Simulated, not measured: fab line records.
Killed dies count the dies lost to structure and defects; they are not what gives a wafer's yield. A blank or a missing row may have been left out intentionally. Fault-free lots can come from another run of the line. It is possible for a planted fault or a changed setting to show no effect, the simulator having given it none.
Matching of chambers / flow n5_finfet / N5_BEOL_M6_ALD_77 on ald_metal-02: 4 sister chambers
The step deposits TaN, target thk 2 nm, pulse time 2 s, purge time 3 s. 4 wafers are shown with their chamber, then 7 later ones without.

WAFERS, EACH WITH ITS CHAMBER
wafer=L082.1; chamber=0; heater_power_w (W)=384
wafer=L084.1; chamber=2; heater_power_w (W)=398
wafer=L086.1; chamber=3; heater_power_w (W)=369
wafer=L086.4; chamber=1; heater_power_w (W)=426

WAFERS WITH NO CHAMBER GIVEN
wafer=L086.5; heater_power_w (W)=390
wafer=L095.2; heater_power_w (W)=393
wafer=L095.3; heater_power_w (W)=425
wafer=L095.6; heater_power_w (W)=380
wafer=L093.3; heater_power_w (W)=387
wafer=L093.4; heater_power_w (W)=416
wafer=L093.6; heater_power_w (W)=384

THE CHAMBER EACH PASSED THROUGH
wafer=L086.5; from the rows above=can't be placed: 0 or 2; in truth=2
wafer=L095.2; from the rows above=can't be placed: 2 or 0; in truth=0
wafer=L095.3; from the rows above=1; in truth=1
wafer=L095.6; from the rows above=can't be placed: 0 or 3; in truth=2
wafer=L093.3; from the rows above=can't be placed: 0 or 2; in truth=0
wafer=L093.4; from the rows above=can't be placed: 1 or 2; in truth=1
wafer=L093.6; from the rows above=0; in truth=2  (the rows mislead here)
Correctly placed: 1 of 7. These rows do not allow placing 5 (true chamber among the candidates in 4). 1 placed wrongly.
How it was worked out, from the rows above alone: a wafer's distance from a chamber is the root of the sum, over the readings, of the square of ((its reading less the chamber's mean) divided by the reading's scatter). The wafer belongs to the nearest chamber; if the next one is less than 2 further off, it can't be placed. For every chamber, the mean is computed from those of its wafers that are shown. The scatter (one wafer shown for each chamber): square how far every hidden wafer sits from the nearest shown wafer, average those squares and take the square root.
